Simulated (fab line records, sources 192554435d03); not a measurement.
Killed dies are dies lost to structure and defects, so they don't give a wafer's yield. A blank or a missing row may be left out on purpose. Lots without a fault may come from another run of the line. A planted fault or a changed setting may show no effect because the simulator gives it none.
Which tool did it? | flow n5_finfet | 12 lots, 36 wafers sampled, at 2 steps of a route of 1938

WHAT THE GAUGES READ, wafer by wafer
N5_ZERO_LAYER_CD_MEAS_11: target cd 2000 nm.
lot  | measured    | on        | cd_nm (nm)
L075 | day 1 18:46 | cd_sem-01 | 2001.6 2001.7 2001.6
L077 | day 2 06:46 | cd_sem-01 | 2001.3 1998.5 2001.6
L079 | day 2 18:40 | cd_sem-03 | 1999.6 1999.4 1997.3
L081 | day 3 06:47 | cd_sem-02 | 2002.0 2000.5 2001.7
L083 | day 3 18:57 | cd_sem-01 | 1999.4 2000.7 2001.4
L085 | day 4 06:47 | cd_sem-03 | 2001.0 1999.3 1999.9
L087 | day 4 18:38 | cd_sem-01 | 1999.0 2000.5 1998.7
L089 | day 5 06:47 | cd_sem-02 | 1999.9 2001.7 2002.4
L091 | day 5 18:40 | cd_sem-01 | 2000.0 1999.4 2001.0
L093 | day 6 06:40 | cd_sem-02 | 2001.0 2000.7 2000.3
L095 | day 6 18:47 | cd_sem-02 | 2001.0 2000.2 2001.2
L097 | day 7 06:39 | cd_sem-01 | 2001.7 2001.3 1999.2

WHICH TOOL RAN EACH LOT (tool, then ch and the chambers of the sampled wafers, then the start)
lot  | N5_ZERO_LAYER_PECVD_02
L075 | pecvd-02 ch 1,2, day 1 18:17
L077 | pecvd-01 ch 0,1, day 2 06:17
L079 | pecvd-03 ch 0,1, day 2 18:17
L081 | pecvd-03 ch 0,1,2, day 3 06:18
L083 | pecvd-03 ch 1,2, day 3 18:28
L085 | pecvd-01 ch 0,1,2, day 4 06:19
L087 | pecvd-01 ch 1,2, day 4 18:17
L089 | pecvd-03 ch 1,2, day 5 06:17
L091 | pecvd-02 ch 1,2, day 5 18:17
L093 | pecvd-02 ch 2, day 6 06:17
L095 | pecvd-02 ch 0,1,2, day 6 18:18
L097 | pecvd-02 ch 0,1,2, day 7 06:19
- N5_ZERO_LAYER_PECVD_02: deposits SiO2 from SiH4/N2O, target thk 10 nm, time 6 s.

THE ANSWER, worked out from the rows above alone
Rule: what is usual is taken from the lots themselves. Put in order of their means at a reading, lots are off if they are a third of the lots or fewer, leave a main group of 4 or more, and stand apart from it by a gap of 3 or more times the standard deviation of the main group's means; of several such gaps the widest counts. A main group whose means are all the same, to the digits that the tables above print for the reading, isn't used. A lot without any number at a reading at which 4 lots or more have one is off too. The other lots that the step has rows for count as sound.
No lot is off at any reading shown: from this, nothing can be told.

WHAT THE SIMULATOR HAD PUT IN
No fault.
